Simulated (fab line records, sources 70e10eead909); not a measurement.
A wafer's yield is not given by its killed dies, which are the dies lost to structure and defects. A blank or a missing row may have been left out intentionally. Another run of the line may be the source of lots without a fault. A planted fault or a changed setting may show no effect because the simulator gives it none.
fab line records + flow nandHarc
[record]
- lots = 13
- wafers = 39
- lastDay = 23
route steps=1159 shown A_STAIRCASE@671 THIN_TSV@1103 END@1159
lots that met no fault: taken from a fault-free run of the same line
startH: the number of hours between the record's first day and the start of the first shown wafer of the lot + waitH: time in hours since the lot's previous step + " unchanged from the row above + L1.1+2: a row that stands for several wafers + - no value present, or no start provided + * or withheld: withheld + < > ~ a bound
route shown NAME@n: a module of which the file shows steps, and the number in the route of the first + usual: average and standard deviation across the fault-free wafers + same: alike in all rows + chamber/n: place in a boat + sites: the reading at each site + _std_site: the standard deviation of these + _edge_site: the outer-site mean with the inner-site mean subtracted + radiusMm: for every site, how far away it sits from the centre of the wafer + mask NAME#n: copy n + behind: the tool/chamber that last shaped the wafer + hold: why the lot was held/for how many hours/how that ended + device: which transistor (n, p or np) failed to switch + end of line: at the end of the route, the tests of the same wafers + a step without rows: its recipe alone + killed: count of dies lost to structure and defects at first sort (not the wafer's yield) + map: the dies of a wafer, with x for killed, . for not killed, _ for no die there
set.NAME: setting as actually run; set.NAME@STEP: the setting as run at that earlier step + model.NAME: the simulator's own value behind a step, which no gauge read
the route's steps for a sample of lots (tables are steps, rows are wafers)
services: a tool's chamber out of use, with start hour (startH, from the record's first day; less than 0 if before it), hours out, and reason
[[steps]]
[step NHARC_A_STAIRCASE_STRIP_296]
[recipe]
- timeS = 900
- tempC = 130
- chemistry = SPM
[usual]
- bathHeatDutyPct = 15.1/1.8
| lot.wafer | tool        | chamber | startH | waitH | bathHeatDutyPct |
|-----------|-------------|---------|--------|-------|-----------------|
| L572.3    | wetBench-06 | 2       | 269.88 | -     | 13.8            |
| L572.6    | "           | 4       | "      | "     | 15.1            |
| L572.2    | "           | 5       | "      | "     | 16.6            |
| L570.2    | wetBench-01 | 5       | 273.16 | -     | 12.2            |
| L570.6    | "           | 7       | "      | "     | 13.7            |
| L570.4    | "           | 1       | "      | "     | 15.6            |
| L574.2    | wetBench-03 | 2       | 279.05 | -     | 15.8            |
| L574.5    | "           | 3       | "      | "     | 12.5            |
| L574.3    | "           | 4       | "      | "     | 17.5            |
| L575.5    | wetBench-01 | 0       | 280.89 | -     | 13.8            |
| L575.3    | "           | 3       | "      | "     | 16.1            |
| L575.4    | "           | 4       | "      | "     | 17.0            |
| L576.5    | wetBench-06 | 5       | 284.05 | -     | 16.2            |
| L576.6    | "           | 6       | "      | "     | 12.5            |
| L576.2    | "           | 7       | "      | "     | 17.0            |
| L578.2    | wetBench-01 | 2       | 293.57 | -     | 15.5            |
| L578.3    | "           | 4       | "      | "     | 15.2            |
| L578.6    | "           | 5       | "      | "     | 13.4            |
| L577.6    | wetBench-01 | 0       | 294.45 | -     | 14.1            |
| L577.2    | "           | 1       | "      | "     | 14.5            |
| L577.4    | "           | 5       | "      | "     | 13.0            |
| L585.2    | wetBench-06 | 0       | 347.80 | -     | 17.8            |
| L585.1    | "           | 2       | "      | "     | 13.4            |
| L585.6    | "           | 3       | "      | "     | 15.8            |
| L586.6    | wetBench-06 | 7       | 349.02 | -     | 17.1            |
| L586.5    | "           | 0       | "      | "     | 16.1            |
| L586.2    | "           | 2       | "      | "     | 14.1            |
| L587.3    | wetBench-01 | 5       | 362.08 | -     | 12.5            |
| L587.2    | "           | 6       | "      | "     | 14.7            |
| L587.6    | "           | 7       | "      | "     | 13.5            |
| L589.3    | wetBench-03 | 4       | 367.26 | -     | 17.2            |
| L589.5    | "           | 6       | "      | "     | 13.7            |
| L589.2    | "           | 0       | "      | "     | 11.7            |
| L590.3    | wetBench-01 | 7       | 369.08 | -     | 14.1            |
| L590.4    | "           | 1       | "      | "     | 14.0            |
| L590.5    | "           | 2       | "      | "     | 13.4            |
| L591.4    | wetBench-01 | 6       | 386.96 | -     | 13.8            |
| L591.2    | "           | 7       | "      | "     | 13.7            |
| L591.1    | "           | 0       | "      | "     | 13.1            |
[step NHARC_THIN_TSV_THK_MEAS_02]
[recipe]
- thkMeasGauge = ir
[usual]
- thkNm = 3026/200
| lot.wafer | tool         | chamber | startH | waitH | thkNm |
|-----------|--------------|---------|--------|-------|-------|
| L572.2    | filmMetro-01 | -       | 430.13 | -     | 3127  |
| L572.3    | "            | -       | "      | "     | 3045  |
| L572.6    | "            | -       | "      | "     | 2925  |
| L576.2    | filmMetro-02 | -       | 438.73 | -     | 3157  |
| L576.5    | "            | -       | "      | "     | 3217  |
| L576.6    | "            | -       | "      | "     | 3210  |
| L574.2    | filmMetro-01 | -       | 446.94 | -     | 2953  |
| L574.3    | "            | -       | "      | "     | 2702  |
| L574.5    | "            | -       | "      | "     | 3166  |
| L575.3    | filmMetro-01 | -       | 448.18 | 0.2   | 3067  |
| L575.4    | "            | -       | "      | "     | 2465  |
| L575.5    | "            | -       | "      | "     | 2867  |
| L570.2    | filmMetro-02 | -       | 457.36 | -     | 3232  |
| L570.4    | "            | -       | "      | "     | 3091  |
| L570.6    | "            | -       | "      | "     | 2894  |
| L577.2    | filmMetro-02 | -       | 469.08 | 0.2   | 3173  |
| L577.4    | "            | -       | "      | "     | 2680  |
| L577.6    | "            | -       | "      | "     | 3269  |
| L578.2    | filmMetro-01 | -       | 470.28 | -     | 3079  |
| L578.3    | "            | -       | "      | "     | 3163  |
| L578.6    | "            | -       | "      | "     | 3077  |
| L585.1    | filmMetro-01 | -       | 519.03 | 0.2   | 3304  |
| L585.2    | "            | -       | "      | "     | 2675  |
| L585.6    | "            | -       | "      | "     | 2849  |
| L586.2    | filmMetro-02 | -       | 527.06 | -     | 2618  |
| L586.5    | "            | -       | "      | "     | 2728  |
| L586.6    | "            | -       | "      | "     | 2685  |
| L590.3    | filmMetro-02 | -       | 528.25 | -     | 2951  |
| L590.4    | "            | -       | "      | "     | 3085  |
| L590.5    | "            | -       | "      | "     | 3219  |
| L587.2    | filmMetro-01 | -       | 532.36 | -     | 3130  |
| L587.3    | "            | -       | "      | "     | 3432  |
| L587.6    | "            | -       | "      | "     | 3364  |
| L589.2    | filmMetro-01 | -       | 536.79 | 0.2   | 3091  |
| L589.3    | "            | -       | "      | "     | 2990  |
| L589.5    | "            | -       | "      | "     | 2967  |
| L591.1    | filmMetro-02 | -       | 544.92 | 0.2   | 2925  |
| L591.2    | "            | -       | "      | "     | 2860  |
| L591.4    | "            | -       | "      | "     | 2749  |
[step NHARC_THIN_TSV_DESCUM_35]
[recipe]
- timeS = 3
- o2FlowSccm = 200
- arFlowSccm = 0
- biasPowerW = 0
- chemistry = O2
[usual]
- drypumpMotorCurrentA = 5.6/0.47
- oesProductAu = 0.997/0.01
- rfVppV = 57.6/0.92
- showerheadPlenumPTorr = 1.85/0.068
- throttleValvePct = 11.311/0.0088
| lot.wafer | tool       | chamber | startH | waitH | drypumpMotorCurrentA | oesProductAu | rfHoursCounterH | rfVppV | showerheadPlenumPTorr | throttleValvePct |
|-----------|------------|---------|--------|-------|----------------------|--------------|-----------------|--------|-----------------------|------------------|
| L572.2    | rieDiel-04 | 2       | 437.28 | -     | 5.7                  | 1.000        | 18              | 55.6   | 1.78                  | 11.306           |
| L572.3    | "          | 3       | "      | "     | 6.4                  | 1.001        | 18              | 57.9   | 1.78                  | 11.322           |
| L572.6    | "          | 1       | "      | "     | 5.1                  | 0.993        | -               | 57.0   | 1.86                  | 11.313           |
| L576.2    | rieDiel-12 | 2       | 446.08 | -     | 5.3                  | 0.989        | 4               | 57.4   | 1.79                  | 11.317           |
| L576.5    | "          | 0       | "      | "     | 5.5                  | 1.011        | -               | 58.5   | 1.83                  | 11.314           |
| L576.6    | "          | 1       | "      | "     | 5.8                  | 0.989        | -               | 58.4   | 1.88                  | 11.306           |
| L574.3    | rieDiel-09 | 2       | 453.98 | -     | 6.4                  | 0.995        | 1               | 58.6   | 1.80                  | 11.304           |
| L574.2    | "          | 3       | "      | "     | 6.2                  | 1.010        | 1               | 56.7   | 1.85                  | 11.328           |
| L574.5    | "          | 1       | "      | "     | 5.1                  | 1.001        | -               | 58.7   | 1.98                  | 11.306           |
| L575.4    | rieDiel-04 | 2       | 455.17 | -     | 5.7                  | 1.006        | 21              | 58.9   | 1.78                  | 11.302           |
| L575.3    | "          | 0       | "      | "     | 5.9                  | 0.996        | 20              | 59.1   | 2.02                  | 11.327           |
| L575.5    | "          | 1       | "      | "     | 5.1                  | 0.973        | -               | 58.0   | 1.86                  | 11.308           |
| L570.4    | rieDiel-12 | 2       | 464.50 | -     | 5.3                  | 0.991        | 5               | 56.6   | 1.79                  | 11.303           |
| L570.2    | "          | 3       | "      | "     | 4.9                  | 0.999        | 6               | 57.5   | 1.89                  | 11.318           |
| L570.6    | "          | 2       | "      | "     | 5.3                  | 0.984        | -               | 58.2   | 1.79                  | 11.327           |
| L577.2    | rieDiel-04 | 0       | 476.21 | -     | 5.9                  | 0.996        | 0               | 58.3   | 2.02                  | 11.314           |
| L577.6    | "          | 0       | "      | "     | 5.9                  | 0.998        | -               | 59.7   | 2.02                  | 11.310           |
| L577.4    | "          | 1       | "      | "     | 5.1                  | 1.003        | -               | 57.1   | 1.86                  | 11.315           |
| L578.2    | rieDiel-12 | 1       | 477.34 | -     | 5.8                  | 0.988        | 7               | 56.5   | 1.88                  | 11.305           |
| L578.3    | "          | 2       | "      | "     | 5.3                  | 0.989        | 7               | 57.8   | 1.79                  | 11.312           |
| L578.6    | "          | 0       | "      | "     | 5.5                  | 1.010        | -               | 57.8   | 1.83                  | 11.311           |
| L585.2    | rieDiel-04 | 2       | 526.18 | -     | 5.7                  | 0.991        | 6               | 57.6   | 1.78                  | 11.318           |
| L585.1    | "          | 0       | "      | "     | 5.9                  | 0.998        | 6               | 57.6   | 2.02                  | 11.330           |
| L585.6    | "          | 1       | "      | "     | 5.1                  | 1.010        | -               | 58.2   | 1.86                  | 11.310           |
| L586.2    | rieDiel-09 | 3       | 534.18 | -     | 6.2                  | 0.987        | 5               | 58.0   | 1.85                  | 11.305           |
| L586.6    | "          | 3       | "      | "     | 6.2                  | 0.989        | -               | 57.8   | 1.85                  | 11.324           |
| L586.5    | "          | 0       | "      | "     | 5.2                  | 0.998        | -               | 56.7   | 1.83                  | 11.324           |
| L590.4    | rieDiel-12 | 3       | 535.54 | -     | 4.9                  | 0.995        | 10              | 58.1   | 1.89                  | 11.298           |
| L590.3    | "          | 0       | "      | "     | 5.5                  | 0.997        | 12              | 56.2   | 1.83                  | 11.328           |
| L590.5    | "          | 2       | "      | "     | 5.3                  | 0.983        | -               | 56.9   | 1.79                  | 11.291           |
| L587.3    | rieDiel-09 | 2       | 539.70 | -     | 6.4                  | 0.997        | 5               | 56.7   | 1.80                  | 11.297           |
| L587.2    | "          | 3       | "      | "     | 6.2                  | 0.999        | 6               | 56.3   | 1.85                  | 11.317           |
| L587.6    | "          | 1       | "      | "     | 5.1                  | 1.001        | -               | 57.2   | 1.98                  | 11.314           |
| L589.2    | rieDiel-04 | 3       | 543.94 | -     | 6.4                  | 1.013        | 7               | 56.8   | 1.78                  | 11.301           |
| L589.3    | "          | 2       | "      | "     | 5.7                  | 0.986        | 7               | 57.6   | 1.78                  | 11.318           |
| L589.5    | "          | 3       | "      | "     | 6.4                  | 1.028        | -               | 56.5   | 1.78                  | 11.304           |
| L591.1    | rieDiel-12 | 2       | 551.94 | -     | 5.3                  | 0.997        | 12              | 58.2   | 1.79                  | 11.327           |
| L591.4    | "          | 3       | "      | "     | 5.0                  | 1.001        | 11              | 58.1   | 1.89                  | 11.313           |
| L591.2    | "          | 0       | "      | "     | 5.5                  | 0.999        | 13              | 56.4   | 1.83                  | 11.316           |
[step NHARC_THIN_TSV_STRIP_56]
[recipe]
- powerW = 1500
- tempC = 250
- chemistry = O2
[usual]
- drypumpMotorCurrentA = 5.7/0.32
- heaterPowerW = 356/39
| lot.wafer | tool           | chamber | startH | waitH | drypumpMotorCurrentA | heaterPowerW | rfHoursCounterH |
|-----------|----------------|---------|--------|-------|----------------------|--------------|-----------------|
| L572.2    | plasmaAsher-01 | 1       | 437.84 | 0.1   | 5.4                  | 338          | 58              |
| L572.3    | "              | 0       | "      | "     | 6.0                  | 337          | -               |
| L572.6    | "              | 1       | "      | "     | 5.4                  | 353          | -               |
| L576.2    | plasmaAsher-02 | 1       | 446.68 | 0.2   | 5.4                  | 337          | 21              |
| L576.5    | "              | 1       | "      | "     | 5.3                  | 338          | -               |
| L576.6    | "              | 0       | "      | "     | 6.0                  | 420          | -               |
| L574.2    | plasmaAsher-02 | 1       | 455.52 | 1.2   | 5.3                  | 325          | 26              |
| L574.3    | "              | 0       | "      | "     | 6.0                  | 419          | -               |
| L574.5    | "              | 0       | "      | "     | 6.0                  | 426          | -               |
| L575.4    | plasmaAsher-02 | 0       | 456.17 | 0.6   | 6.0                  | 413          | -               |
| L575.3    | "              | 1       | "      | "     | 5.3                  | 328          | -               |
| L575.5    | "              | 1       | "      | "     | 5.3                  | 328          | -               |
| L570.2    | plasmaAsher-02 | 0       | 465.02 | 0.1   | 6.0                  | 420          | 30              |
| L570.4    | "              | 0       | "      | "     | 6.0                  | 431          | -               |
| L570.6    | "              | 0       | "      | "     | 6.0                  | 409          | -               |
| L577.2    | plasmaAsher-02 | 0       | 476.77 | 0.1   | 6.0                  | 421          | 34              |
| L577.4    | "              | 1       | "      | "     | 5.3                  | 322          | -               |
| L577.6    | "              | 1       | "      | "     | 5.3                  | 334          | -               |
| L578.2    | plasmaAsher-02 | 0       | 477.91 | 0.1   | 6.0                  | 417          | 34              |
| L578.3    | "              | 0       | "      | "     | 6.0                  | 419          | -               |
| L578.6    | "              | 0       | "      | "     | 6.0                  | 426          | -               |
| L585.1    | plasmaAsher-02 | 1       | 526.65 | 0.1   | 5.3                  | 330          | 50              |
| L585.2    | "              | 0       | "      | "     | 6.0                  | 435          | 50              |
| L585.6    | "              | 0       | "      | "     | 6.0                  | 421          | -               |
| L586.2    | plasmaAsher-02 | 0       | 534.98 | 0.4   | 6.0                  | 413          | 53              |
| L586.6    | "              | 1       | "      | "     | 5.3                  | 344          | -               |
| L586.5    | "              | 0       | "      | "     | 6.0                  | 422          | -               |
| L590.4    | plasmaAsher-02 | 0       | 536.33 | 0.4   | 6.0                  | 416          | -               |
| L590.3    | "              | 1       | "      | "     | 5.3                  | 338          | -               |
| L590.5    | "              | 1       | "      | "     | 5.3                  | 326          | -               |
| L587.2    | plasmaAsher-01 | 0       | 540.20 | 0.1   | 6.0                  | 326          | 26              |
| L587.3    | "              | 1       | "      | "     | 5.5                  | 325          | -               |
| L587.6    | "              | 1       | "      | "     | 5.4                  | 324          | -               |
| L589.2    | plasmaAsher-01 | 0       | 544.88 | 0.5   | 6.0                  | 316          | 29              |
| L589.3    | "              | 0       | "      | "     | 6.0                  | 313          | -               |
| L589.5    | "              | 1       | "      | "     | 5.5                  | 319          | -               |
| L591.2    | plasmaAsher-01 | 0       | 552.42 | 0.1   | 6.0                  | 326          | 33              |
| L591.1    | "              | 1       | "      | "     | 5.4                  | 339          | 33              |
| L591.4    | "              | 0       | "      | "     | 6.0                  | 330          | -               |
[step NHARC_END_SORT_01]
[recipe]
- tempC = 25
[usual]
- killedAtArray = 21/8.9
- killedAtOther = 0.8/1.3
- killedAtPeriphery = 3.6/2.4
- killedDies = 26/8.9
- killedOpen = 3.1/1.8
- killedShort = 1.9/1.3
[same]
- grossDies = 677
| lot.wafer | tool      | chamber | startH | waitH | killedAtArray | killedAtOther | killedAtPeriphery | killedDies | killedOpen | killedShort |
|-----------|-----------|---------|--------|-------|---------------|---------------|-------------------|------------|------------|-------------|
| L585.1    | prober-01 | 0       | 535.50 | 2.5   | 24            | 1             | 0                 | 25         | 2          | 3           |
| L585.2    | prober-01 | 0       | 536.30 | 2.8   | 92            | 1             | 2                 | 95         | 3          | 3           |
| L585.6    | prober-01 | 0       | 539.49 | 4.0   | 19            | 0             | 3                 | 22         | 3          | 1           |
| L586.2    | prober-02 | 0       | 543.87 | 2.8   | 12            | 0             | 5                 | 17         | 2          | 2           |
| L586.5    | prober-02 | 0       | 546.28 | 3.7   | 78            | 0             | 4                 | 82         | 6          | 3           |
| L586.6    | prober-02 | 0       | 547.08 | 4.0   | 10            | 3             | 0                 | 13         | 1          | 1           |
// killed by level:class
L585.1 A_CHANNEL_HOLE_D1:chamberFilmFlake=18 A_CHANNEL_FILL_D1:geometricParticle:open=1 A_CHANNEL_FILL_D1:geometricParticle:short=1 A_WL_FILL:geometricParticle:short=1 A_BLC:geometricParticle:open=1 STARTING-WAFER:geometricParticle:short=1 A_STAIRCASE:chamberFilmFlake=1 A_CONTACT:chamberFilmFlake=1
L585.2 A_STAIRCASE:unspecified=64 A_CHANNEL_HOLE_D1:chamberFilmFlake=22 A_WL_FILL:geometricParticle:short=2 P_GATE:geometricParticle:open=1 A_ONON_D1:geometricParticle:open=1 A_CHANNEL_FILL_D1:geometricParticle:open=1 A_CONTACT:geometricParticle:short=1 P_M0:chamberFilmFlake=1
L585.6 A_CHANNEL_HOLE_D1:chamberFilmFlake=14 A_CONTACT:chamberFilmFlake=2 P_M1:geometricParticle:open=1 A_CHANNEL_FILL_D1:geometricParticle:open=1 A_CONTACT:geometricParticle:short=1 A_CONTACT:geometricParticle:open=1 P_GATE:chamberFilmFlake=1 P_M0:chamberFilmFlake=1
L586.2 A_CHANNEL_HOLE_D1:chamberFilmFlake=5 A_CONTACT:chamberFilmFlake=3 A_CONTACT:geometricParticle:short=1 P_BONDPAD:geometricParticle:open=1 A_SGD_CUT:geometricParticle:open=1 A_WL_FILL:geometricParticle:short=1 P_ZERO_WELL:chamberFilmFlake=1 P_STI:chamberFilmFlake=1
L586.5 A_STAIRCASE:unspecified=60 A_CONTACT:geometricParticle:open=5 P_GATE:chamberFilmFlake=3 A_CHANNEL_FILL_D1:geometricParticle:short=2 A_ZERO_WELL:chamberFilmFlake=2 A_CHANNEL_HOLE_D1:chamberFilmFlake=2 A_CONTACT:geometricParticle:short=1 A_M1:geometricParticle:open=1
L586.6 A_CONTACT:chamberFilmFlake=4 A_CHANNEL_HOLE_D1:chamberFilmFlake=3 THIN_TSV:chamberFilmFlake=2 A_M0:geometricParticle:open=1 A_M0:geometricParticle:short=1 A_STAIRCASE:chamberFilmFlake=1 HYBRID_BOND:latent=1
[[services]]
| tool           | chamber | startH | hours | kind   |
|----------------|---------|--------|-------|--------|
| plasmaAsher-01 | -       | 276.23 | 9.0   | pm     |
| rieDiel-04     | -       | 288.98 | 9.0   | pm     |
| rieDiel-12     | -       | 304.08 | 0.4   | repair |
| wetBench-06    | -       | 305.67 | 8.0   | pm     |
| wetBench-01    | -       | 335.72 | 2.4   | repair |
| wetBench-06    | -       | 351.23 | 9.1   | repair |
| plasmaAsher-02 | -       | 360.76 | 9.0   | pm     |
| rieDiel-04     | -       | 366.02 | 0.3   | repair |
| rieDiel-12     | -       | 379.40 | 9.0   | pm     |
| plasmaAsher-01 | -       | 379.44 | 0.9   | repair |
| wetBench-01    | -       | 389.60 | 8.0   | pm     |
| rieDiel-12     | 1       | 397.89 | 6.5   | repair |
| plasmaAsher-02 | -       | 413.71 | 21.1  | repair |
| rieDiel-04     | 3       | 418.59 | 6.9   | repair |
| wetBench-06    | -       | 433.41 | 1.8   | repair |
| rieDiel-04     | 0       | 436.96 | 6.9   | repair |
| plasmaAsher-01 | -       | 453.23 | 9.0   | pm     |
| rieDiel-04     | -       | 465.98 | 9.0   | pm     |
| rieDiel-12     | 3       | 474.21 | 19.8  | repair |
| wetBench-06    | -       | 481.67 | 8.0   | pm     |
| rieDiel-04     | -       | 500.12 | 0.5   | repair |
| plasmaAsher-02 | -       | 537.76 | 9.0   | pm     |
| rieDiel-04     | 3       | 550.71 | 15.3  | repair |
| rieDiel-12     | -       | 550.89 | 0.3   | repair |
[[key]]
[firstSign]
- step = NHARC_END_SORT_01
- reading = killedAtArray
- direction = up
- sigmas = 7.2
- usual = 21
- struck = 85
[effect]
- step = NHARC_END_SORT_01
- reading = killedDies
- direction = up
- sigmas = 7
- usual = 26
- struck = 88
[moreKillsBornAt]
- NHARC_A_STAIRCASE_STRIP_296@wetBench-06 = 124
metAt NHARC_A_STAIRCASE_STRIP_296
struckLots L585,L586
struckWafers L585.2,L586.5
testerLeftOut L585,L586
notActingAt NHARC_THIN_TSV_THK_MEAS_02,NHARC_THIN_TSV_DESCUM_35,NHARC_THIN_TSV_STRIP_56
[fault]
- kind = chamberParticleSource
- tool = wetBench-06
- chamber = 0
- onsetH = 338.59
- steps = NHARC_A_STAIRCASE_STRIP_296
- ratePerVisitCm2 = 1.3178
- endH = 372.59
// testerLeftOut: of these lots the tester's yield and bins aren't shown, on N5 and GAA mostly nor the transistor test; their killed dies are dies lost to structure and defects alone, not to doping, threshold or leakage, so they don't give the yield
